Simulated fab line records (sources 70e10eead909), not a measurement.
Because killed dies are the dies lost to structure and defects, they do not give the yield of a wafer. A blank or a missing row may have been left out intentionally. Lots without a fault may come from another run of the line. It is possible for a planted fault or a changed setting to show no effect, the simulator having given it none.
Chamber matching -- flow nand_harc -- 3 sister chambers for NHARC_P_CONTACT_DEP_30 on pecvd-02
The step deposits SiNx, target thk 30 nm. 16 wafers are shown with their chamber, then 8 later ones without.

## EACH WAFER AND ITS CHAMBER
wafer,chamber,heater_power_w (W)
L373.3,1,795
L373.5,2,632
L373.6,1,789
L374.1,0,529
L374.4,2,563
L374.6,0,531
L375.1,0,544
L375.4,2,593
L375.5,1,788
L379.4,2,661
L379.5,0,515
L379.6,1,816
L385.2,1,764
L385.4,1,767
L385.5,2,572
L387.3,1,729

SIGNATURES (averages over the wafers above)
reading,chamber 0,chamber 1,chamber 2,scatter within a chamber
heater_power_w,529.75,778.29,604.20,30.3
Rule: for a wafer and a chamber, the distance is found by dividing, reading by reading, the gap between the wafer's reading and the chamber's mean by the reading's scatter, squaring, summing and taking the root. The wafer belongs to the nearest chamber; if the next one is less than 2 further off, it can't be placed. How the scatter is found: for the shown wafers, subtract from each reading the mean of its chamber, square and add these, divide the total by (wafers less chambers), then take the root.

## WAFERS WITHOUT THEIR CHAMBER
wafer,heater_power_w (W)
L387.5,756
L387.6,589
L390.1,624
L390.2,739
L390.3,593
L394.4,556
L394.5,555
L394.6,729

## CHAMBER TAKEN BY EACH
wafer,from the rows above,in truth
L387.5,1,1
L387.6,can't be placed: 2 or 0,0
L390.1,2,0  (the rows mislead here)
L390.2,1,1
L390.3,can't be placed: 2 or 0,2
L394.4,can't be placed: 0 or 2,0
L394.5,can't be placed: 0 or 2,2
L394.6,1,1
Correctly placed: 3 of 8. Cannot be placed on the basis of these rows: 4; the candidates contain the true chamber in 4. Number placed wrongly: 1.
